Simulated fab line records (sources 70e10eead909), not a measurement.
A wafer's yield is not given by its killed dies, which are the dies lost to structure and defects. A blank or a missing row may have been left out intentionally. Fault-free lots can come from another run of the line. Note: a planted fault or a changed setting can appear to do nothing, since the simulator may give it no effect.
Struck lot and sound lot, side by side    flow nand-harc    14 steps out of a route of 1302
Sound: wafers L196.2, L196.4, L196.6. Struck: wafer L187.1 (left out: L187.3, L187.6 of the same lot, which were not struck); the cause appears at the end.
Per side, at each step with rows, come the tool, then ch with its chambers, and then its first start. Under that, the readings that differ: sound wafers    struck wafers    difference of the means    sigmas: that difference in standard deviations of wafers without a fault.
alike: words and numbers the same on both sides, and readings whose means are apart by under 2 such deviations; not compared: readings that were withheld, readings missing a value for some wafer, numbers with overlapping values and no deviation given by the record, and bounds like >300 which may hide the same value.
A row with sigmas, a row that says differs or no value, or rows on one side alone: a step with any of these is where the two part. Non-overlapping numbers with no deviation appear without sigmas and do not part them. A reading missing from all wafers of one side parts the sides only when that side holds two or more wafers.

NHARC_A_SLIT_ETCH_26: etches the open film in C4F8/O2/Ar, time 90 s, target depth 400 nm.
  sound on har-etch-01 ch 0,1, day 27 03:13; struck on har-etch-01 ch 0, day 23 17:10
  alike: chamber-pressure-mTorr, drypump-motor-current-A, showerhead-plenum-p-Torr, throttle-valve-pct
  not compared: rf-hours-counter-h
then, 1 step without rows for these wafers: NHARC_A_SLIT_STRIP_28 (strips in O2/COS).
NHARC_A_SLIT_ETCH_29: etches the open film in CF4/O2, target depth 100 nm, overetch 10 nm, time 55 s.
  sound on rie-diel-09 ch 1,3, day 27 04:05; struck on rie-diel-09 ch 0, day 23 18:02
reading                         sound                 struck  difference  sigmas
chamber-pressure-mTorr (mTorr)  29.995 29.975 29.971  30.036  +0.056      +2
  alike: drypump-motor-current-A, oes-product-au, rf-vpp-V, showerhead-plenum-p-Torr, throttle-valve-pct
  not compared: rf-hours-counter-h
NHARC_A_SLIT_STRIP_18: strips in O2.
  sound: rie-diel-09 ch 1,3; struck: rie-diel-09 ch 1
  alike: chamber-pressure-mTorr, drypump-motor-current-A, oes-product-au, rf-vpp-V, showerhead-plenum-p-Torr, throttle-valve-pct
  not compared: rf-hours-counter-h
then, 2 steps without rows for these wafers: NHARC_A_SLIT_PRECLEAN_19 (cleans in SC1); NHARC_A_SLIT_SRD_20.
NHARC_A_SLIT_CD_MEAS_21:
  sound on cd-sem-02 at day 27 04:37; struck on cd-sem-03 at day 23 18:33
  alike: cd-nm
then, 3 steps without rows for these wafers: NHARC_A_SIN_REMOVE_WET_00 (chemistry H3PO4, time 15300 s); NHARC_A_SIN_REMOVE_PRECLEAN_01 (cleans in SC1); NHARC_A_SIN_REMOVE_SRD_02.
NHARC_A_SIN_REMOVE_INSPECT_04:
  sound on defect-inspect-01 at day 27 11:08; struck on defect-inspect-01 at day 24 01:08
  alike: raw-defect-count
NHARC_A_WL_FILL_ALD_00: deposits Al2O3, target thk 3 nm, pulse time 3 s, ald cycles 30.
  sound on ald-hk-01 ch 0,2,3, day 27 11:16; struck on ald-hk-01 ch 2, day 24 01:13
reading     sound     struck  difference  sigmas
ald-cycles  30 30 30  33      +3          
  alike: heater-power-outer-w, heater-power-w, precursor-pulse-height-rel
NHARC_A_WL_FILL_RTA_01: time 5 s.
  sound on rtp-anneal-01 ch 0, day 27 11:30; struck on rtp-anneal-01 ch 0, day 24 01:37
  alike: lamp-power-pct, lamp_zone_3_pct, wafer_temp_C_max
NHARC_END_SORT_01:
  the record has rows for the sound wafers here (prober-02 ch 0, day 31 10:01) and none for the struck ones

## WHERE THEY PART
At NHARC_A_SLIT_ETCH_29 first; at NHARC_END_SORT_01 last (within this record only).

WHY: whatever the simulator had introduced
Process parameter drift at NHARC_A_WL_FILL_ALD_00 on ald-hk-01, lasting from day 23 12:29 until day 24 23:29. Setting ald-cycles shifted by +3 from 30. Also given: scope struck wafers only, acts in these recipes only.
